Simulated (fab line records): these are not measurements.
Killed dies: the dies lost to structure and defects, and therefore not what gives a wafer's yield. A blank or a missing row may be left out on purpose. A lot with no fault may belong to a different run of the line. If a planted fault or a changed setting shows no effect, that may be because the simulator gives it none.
Which tool is to blame? ; flow n5_finfet ; Sampling: 24 lots, 72 wafers, 4 of 1938 route steps

## WHAT THE GAUGES SHOWED, per wafer
N5_BEOL_M3_INSPECT_30: inspects for defects (brightfield).
lot;measured;on;raw_defect_count
L074;day 7 03:43;defect_inspect-01;422 545 383
L075;day 7 09:02;defect_inspect-02;366 357 337
L076;day 7 11:34;defect_inspect-01;357 381 514
L078;day 7 14:57;defect_inspect-01;444 320 365
L077;day 7 21:41;defect_inspect-02;355 466 418
L079;day 8 04:43;defect_inspect-01;402 501 542
L080;day 8 21:48;defect_inspect-01;547 377 491
L081;day 9 09:20;defect_inspect-02;519 449 472
L084;day 9 09:31;defect_inspect-02;451 394 353
L082;day 9 10:16;defect_inspect-01;462 643 512
L083;day 9 10:28;defect_inspect-01;479 367 539
L085;day 9 14:26;defect_inspect-01;617 569 514
L086;day 9 17:11;defect_inspect-01;434 420 377
L087;day 9 21:40;defect_inspect-01;393 477 431
L089;day 11 07:24;defect_inspect-02;330 247 247
L088;day 11 07:38;defect_inspect-01;420 408 373
L090;day 11 08:51;defect_inspect-01;415 370 427
L091;day 11 14:17;defect_inspect-02;367 357 334
L092;day 11 16:56;defect_inspect-01;426 296 335
L093;day 11 19:35;defect_inspect-01;301 391 322
L095;day 12 05:23;defect_inspect-02;571 461 569
L094;day 12 05:27;defect_inspect-01;538 428 488
L097;day 12 23:02;defect_inspect-01;694 575 602
L096;day 13 03:11;defect_inspect-02;344 303 277

N5_BEOL_M3_CD_MEAS_35: target cd 18 nm, target cd y 21 nm.
lot;measured;on;cd_nm (nm)
L074;day 7 06:56;cd_sem-01;18.09 18.28 18.16
L075;day 7 10:35;cd_sem-01;17.80 17.44 18.06
L076;day 7 13:24;cd_sem-02;18.39 18.33 17.97
L078;day 7 22:24;cd_sem-01;18.04 17.97 17.94
L077;day 7 23:32;cd_sem-01;17.91 17.37 18.02
L079;day 8 06:21;cd_sem-01;18.28 17.76 18.07
L080;day 8 22:49;cd_sem-02;17.80 17.46 18.08
L081;day 9 13:10;cd_sem-02;18.05 18.19 18.06
L084;day 9 13:13;cd_sem-01;17.92 17.69 17.98
L082;day 9 16:28;cd_sem-01;17.90 17.58 17.62
L083;day 9 16:40;cd_sem-03;18.59 18.57 17.41
L085;day 9 19:20;cd_sem-02;17.71 18.01 18.53
L086;day 9 19:27;cd_sem-01;17.66 18.12 18.09
L087;day 9 23:33;cd_sem-02;17.94 18.00 17.71
L089;day 11 08:22;cd_sem-01;17.68 18.03 17.89
L088;day 11 08:29;cd_sem-02;18.24 17.73 18.17
L090;day 11 09:41;cd_sem-01;18.01 18.07 17.85
L091;day 11 15:55;cd_sem-02;17.93 18.15 17.77
L092;day 11 17:47;cd_sem-01;17.92 17.63 18.00
L093;day 11 20:43;cd_sem-01;17.68 17.58 18.04
L095;day 12 08:14;cd_sem-03;17.98 17.89 17.97
L094;day 12 17:19;cd_sem-02;18.21 18.18 17.88
L097;day 13 00:32;cd_sem-02;18.66 17.92 18.05
L096;day 13 07:04;cd_sem-02;17.79 17.73 17.78

## WHAT TOOL EACH LOT RAN ON (gives the tool, then ch and the chambers of the sampled wafers, and finally the start)
lot;N5_BEOL_M3_HM_OPEN_17;N5_BEOL_M3_STRIP_97
L074;rie_metal-02 ch 0,1, day 7 03:01;rie_diel-01 ch 1,3, day 7 06:56 or earlier
L075;rie_metal-03 ch 0, day 7 08:07;rie_diel-01 ch 0,3, day 7 10:35 or earlier
L076;rie_metal-02 ch 0,1, day 7 10:49;rie_diel-03 ch 1,2,3, day 7 13:24 or earlier
L078;rie_metal-03 ch 0,1, day 7 14:23;rie_diel-01 ch 0,3, day 7 22:24 or earlier
L077;rie_metal-02 ch 0,1, day 7 21:06;rie_diel-01 ch 0,3, day 7 23:32 or earlier
L079;rie_metal-03 ch 0,1, day 8 04:05;rie_diel-03 ch 0,1,2, day 8 06:21 or earlier
L080;rie_metal-01 ch 0,1, day 8 21:14;rie_diel-01 ch 0,1, day 8 22:49 or earlier
L081;rie_metal-01 ch 0,1, day 9 08:43;rie_diel-01 ch 0,3, day 9 13:10 or earlier
L084;rie_metal-03 ch 0,1, day 9 08:46;rie_diel-04 ch 0,1,2, day 9 13:13 or earlier
L082;rie_metal-01 ch 1, day 9 09:29;rie_diel-01 ch 0,3, day 9 16:28 or earlier
L083;rie_metal-01 ch 0,1, day 9 09:45;rie_diel-03 ch 0,1, day 9 16:40 or earlier
L085;rie_metal-01 ch 0,1, day 9 13:51;rie_diel-04 ch 0,2, day 9 19:20 or earlier
L086;rie_metal-01 ch 0,1, day 9 16:31;rie_diel-01 ch 0,1,3, day 9 19:27 or earlier
L087;rie_metal-01 ch 0,1, day 9 20:58;rie_diel-03 ch 1,2,3, day 9 23:33 or earlier
L089;rie_metal-02 ch 0,1, day 11 06:46;rie_diel-03 ch 0,3, day 11 08:22 or earlier
L088;rie_metal-03 ch 0, day 11 07:01;rie_diel-01 ch 1,2, day 11 08:29 or earlier
L090;rie_metal-03 ch 0,1, day 11 08:16;rie_diel-01 ch 1,2, day 11 09:41 or earlier
L091;rie_metal-02 ch 0,1, day 11 13:30;rie_diel-01 ch 1,3, day 11 15:55 or earlier
L092;rie_metal-01 ch 0,1, day 11 16:21;rie_diel-04 ch 1,3, day 11 17:47 or earlier
L093;rie_metal-03 ch 0,1, day 11 18:53;rie_diel-04 ch 0,1,3, day 11 20:43 or earlier
L095;rie_metal-01 ch 0,1, day 12 04:30;rie_diel-03 ch 0,1,3, day 12 08:14 or earlier
L094;rie_metal-03 ch 0,1, day 12 04:31;rie_diel-04 ch 0,1,2, day 12 17:19 or earlier
L097;rie_metal-01 ch 0,1, day 12 22:26;rie_diel-04 ch 0,1,3, day 13 00:32 or earlier
L096;rie_metal-01 ch 0,1, day 13 02:34;rie_diel-04 ch 0,2,3, day 13 07:04 or earlier
- N5_BEOL_M3_HM_OPEN_17: chemistry Cl2/BCl3, target TiN, target depth 20 nm, overetch 6 nm.
- N5_BEOL_M3_STRIP_97: strips in N2/H2, time 10 s.

## AS READ BY THE TOOLS THEMSELVES (means over the sampled wafers that have a number; for cases with no such wafer, the mark the record gives instead)
N5_BEOL_M3_HM_OPEN_17.
lot;tool;bcl3_flow_sccm (sccm);drypump_motor_current_A (A);oes_product_au (a.u.);throttle_valve_pct (%)
L074;rie_metal-02;21.71;5.7;0.69;22.22
L075;rie_metal-03;21.76;5.3;0.76;21.61
L076;rie_metal-02;21.77;5.3;0.62;22.20
L078;rie_metal-03;21.74;5.5;0.73;21.77
L077;rie_metal-02;21.70;5.3;0.61;22.22
L079;rie_metal-03;21.77;5.7;0.69;21.94
L080;rie_metal-01;21.78;5.6;0.72;22.10
L081;rie_metal-01;21.78;5.6;0.72;22.09
L084;rie_metal-03;21.76;5.7;0.68;21.95
L082;rie_metal-01;21.75;6.1;0.67;22.31
L083;rie_metal-01;21.75;5.8;0.69;22.22
L085;rie_metal-01;21.72;5.8;0.69;22.21
L086;rie_metal-01;21.77;5.6;0.70;22.11
L087;rie_metal-01;21.73;5.6;0.72;22.09
L089;rie_metal-02;21.72;5.3;0.60;22.23
L088;rie_metal-03;21.72;5.3;0.73;21.63
L090;rie_metal-03;21.69;5.5;0.69;21.80
L091;rie_metal-02;21.73;5.3;0.60;22.22
L092;rie_metal-01;21.78;5.6;0.69;22.12
L093;rie_metal-03;21.74;5.5;0.70;21.80
L095;rie_metal-01;21.76;5.8;0.68;22.22
L094;rie_metal-03;21.77;5.7;0.67;21.97
L097;rie_metal-01;21.65;5.6;0.70;22.11
L096;rie_metal-01;21.79;5.8;0.67;22.22

N5_BEOL_M3_STRIP_97.
lot;tool;drypump_motor_current_A (A);oes_product_au (a.u.);rf_vpp_V (V);showerhead_plenum_p_Torr (Torr);throttle_valve_pct (%)
L074;rie_diel-01;5.8;0.90;60.3;2.66;23.21
L075;rie_diel-01;5.3;0.90;59.0;2.63;23.65
L076;rie_diel-03;5.3;0.87;59.6;2.58;23.75
L078;rie_diel-01;5.3;0.89;59.6;2.63;23.66
L077;rie_diel-01;5.2;0.88;59.3;2.66;23.80
L079;rie_diel-03;5.5;0.80;58.9;2.55;23.73
L080;rie_diel-01;5.4;0.86;59.4;2.69;23.66
L081;rie_diel-01;5.3;0.87;59.5;2.62;23.66
L084;rie_diel-04;5.8;0.73;59.6;2.56;23.65
L082;rie_diel-01;5.3;0.86;59.7;2.62;23.68
L083;rie_diel-03;5.7;0.80;59.6;2.51;23.62
L085;rie_diel-04;5.8;0.68;58.8;2.60;23.74
L086;rie_diel-01;5.5;0.86;59.3;2.65;23.53
L087;rie_diel-03;5.3;0.85;59.7;2.57;23.77
L089;rie_diel-03;4.9;0.87;58.5;2.55;23.69
L088;rie_diel-01;5.7;0.91;59.5;2.56;23.42
L090;rie_diel-01;5.7;0.91;58.8;2.56;23.42
L091;rie_diel-01;5.8;0.83;59.0;2.64;23.25
L092;rie_diel-04;6.3;0.73;58.7;2.42;23.59
L093;rie_diel-04;6.0;0.83;59.2;2.49;23.51
L095;rie_diel-03;5.3;0.86;59.6;2.58;23.62
L094;rie_diel-04;5.8;0.91;59.6;2.55;23.45
L097;rie_diel-04;6.0;0.80;59.4;2.48;23.53
L096;rie_diel-04;6.0;0.85;59.0;2.53;23.48

## THE ANSWER, worked out from the rows above alone
Rule: what is usual is taken from the lots themselves. The widest of any qualifying gaps counts: lots, ordered by their means at a reading, are off when they make up no more than a third of the lots, leave a main group of 4 or more, and stand apart from it by 3 or more times the standard deviation of that group's means. A main group is skipped when, at the precision printed for the reading in the tables above, its means are all equal. A lot without any number at a reading at which 4 lots or more have one is off too. Where the step has rows for the other lots, those lots are counted as sound. First the gauges in route order, then the tools' own readings, where a lot's mean is used as printed above. The first step at which some lot is off is used, and at that step the reading that is off furthest; a lot without a number counts as furthest.
None of the lots is off at any reading shown; this tells nothing.

## WHAT THE SIMULATOR HAD INSERTED
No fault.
